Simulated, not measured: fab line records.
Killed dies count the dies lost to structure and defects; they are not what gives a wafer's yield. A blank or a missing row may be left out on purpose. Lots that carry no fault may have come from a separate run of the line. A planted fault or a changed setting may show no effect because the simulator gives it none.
Chamber matching    flow n5Finfet    N5_BEOL_M8_PECVD_70 on pecvd-02: 3 sister chambers
The step deposits SiO2 from TEOS/O2, target thk 20 nm, time 22.7 s. 6 wafers are shown with their chamber, then 7 later ones without.

== WAFERS PAIRED WITH THEIR CHAMBERS ==
wafer   chamber  showerheadPlenumPTorr (Torr)  throttleValvePct (%)
L083.3  0        8.86                          23.1
L086.3  1        8.86                          23.8
L086.4  0        8.85                          22.8
L086.6  2        8.65                          22.5
L091.1  2        8.66                          22.4
L091.2  1        8.88                          23.7

== WAFERS WHOSE CHAMBER IS MISSING ==
wafer   showerheadPlenumPTorr (Torr)  throttleValvePct (%)
L091.3  8.86                          23.0
L091.4  8.87                          23.5
L091.5  8.84                          22.9
L091.6  8.65                          22.8
L097.2  8.87                          22.9
L097.5  8.88                          23.6
L097.6  8.65                          22.8

== CHAMBER TAKEN BY EACH ==
wafer   from the rows above  in truth
L091.3  0                    0
L091.4  1                    1
L091.5  0                    0
L091.6  2                    2
L097.2  0                    0
L097.5  1                    1
L097.6  2                    2
Correct placement for 7 of the 7. Not placeable from these rows: 0. Number placed wrongly: 0.
How it was worked out, from the rows above alone: a wafer's distance from a chamber is the root of the sum, over the readings, of the square of ((its reading less the chamber's mean) divided by the reading's scatter). The wafer belongs to the nearest chamber; if the next one is less than 2 further off, it can't be placed. For every chamber, the mean is computed from those of its wafers that are shown. The scatter: take each reading less its chamber's mean, square it, sum over the shown wafers, divide by the number of wafers less the number of chambers, and take the root.
